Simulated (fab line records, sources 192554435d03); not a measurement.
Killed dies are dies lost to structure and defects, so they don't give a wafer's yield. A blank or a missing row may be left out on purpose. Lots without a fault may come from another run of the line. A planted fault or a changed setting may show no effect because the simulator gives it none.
Split-lot experiment | flow n5_finfet | 6 lots, 16 wafers read, on a route of 1938 steps

THE SPLIT
At N5_BEOL_M1_SPUTTER_90 (material Cu, target thk 4.5 nm, time 8.29 s), the setting time_s was moved away from the recipe's 8.29 s on 2 of the 16 wafers read, by -14.9% to -14.6%. The other wafers ran this setting at the recipe's value.

The reading is taken at the split's own step.

THE READING
Cu_of_BEOL_M1_SPUTTER_90.thk_nm (the simulator's own value, which no gauge read), in nm, at N5_BEOL_M1_SPUTTER_90 (material Cu, target thk 4.5 nm, time 8.29 s). The file gives no usual value for it. The 14 wafers here that ran the recipe average 4.6 nm, standard deviation 0.082 nm.

wafer  | tool, chamber at the split | time_s as run, s | against the recipe | Cu_of_BEOL_M1_SPUTTER_90.thk_nm, nm | against lot-mates on the recipe
L075.2 | pvd_sputter-02, -          | 8.29             | recipe             | 4.6                                 | -
L075.4 | pvd_sputter-02, -          | 8.29             | recipe             | 4.6                                 | -
L075.3 | pvd_sputter-02, -          | 7.057            | -14.9%             | 4                                   | -0.6
L077.4 | pvd_sputter-02, -          | 8.29             | recipe             | 4.6                                 | -
L077.6 | pvd_sputter-02, -          | 8.29             | recipe             | 4.6                                 | -
L080.4 | pvd_sputter-01, -          | 8.29             | recipe             | 4.4                                 | -
L080.6 | pvd_sputter-01, -          | 8.29             | recipe             | 4.4                                 | -
L084.1 | pvd_sputter-02, -          | 8.29             | recipe             | 4.6                                 | -
L084.3 | pvd_sputter-02, -          | 8.29             | recipe             | 4.6                                 | -
L084.5 | pvd_sputter-02, -          | 7.078            | -14.6%             | 4                                   | -0.6
L095.1 | pvd_sputter-02, -          | 8.29             | recipe             | 4.6                                 | -
L095.3 | pvd_sputter-02, -          | 8.29             | recipe             | 4.6                                 | -
L095.6 | pvd_sputter-02, -          | 8.29             | recipe             | 4.6                                 | -
L096.2 | pvd_sputter-01, -          | 8.29             | recipe             | 4.4                                 | -
L096.3 | pvd_sputter-01, -          | 8.29             | recipe             | 4.6                                 | -
L096.4 | pvd_sputter-01, -          | 8.29             | recipe             | 4.6                                 | -

THE FIT
A straight line over all 16 wafers: Cu_of_BEOL_M1_SPUTTER_90.thk_nm changes by +0.0378 nm for each +1% of time_s; r = +0.92; the points scatter about the line by 0.082 nm.
The same after taking each lot's own level away (the mean of its wafers on the recipe; 16 wafers): +0.0407 nm for each +1%; r = +0.98; scatter 0.044 nm.
On that fit, the largest move of time_s shifts the reading by 0.61 nm.
The lots' own levels span 4.40 to 4.60 nm, that is 2.4 times the standard deviation above.
So the lot-to-lot level changes the slope little: the two slopes agree.
Check: with one of the wafers moved furthest among these (-14.9%) left out of the fit, the line predicts -0.61 nm for it against its lot-mates. It came out at -0.6 nm against them.

OTHER SPLITS ON THESE WAFERS
These wafers also went through other splits before the reading. Each is held against what the fit with the lots' levels taken away leaves over:
other split on the same wafers              | wafers away from the commonest value | r with Cu_of_BEOL_M1_SPUTTER_90.thk_nm (lot level and that fit taken away)
N5_BEOL_M0_SAQP_COAT_08 spin_rpm            | 5                                    | -0.19
N5_BEOL_M0_SAQP_ETCH_106 target_depth_a     | 7                                    | +0.17
N5_BEOL_M0_SAQP_SPACER2_ALD_26 target_thk_a | 6                                    | -0.35
N5_BEOL_M0_SPUTTER_132 time_s               | 6                                    | -0.33

THE FILE'S OWN FIT
Cu_of_BEOL_M1_SPUTTER_90.thk_nm changes by +0.0407 nm for each +1% of time_s, r = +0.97.
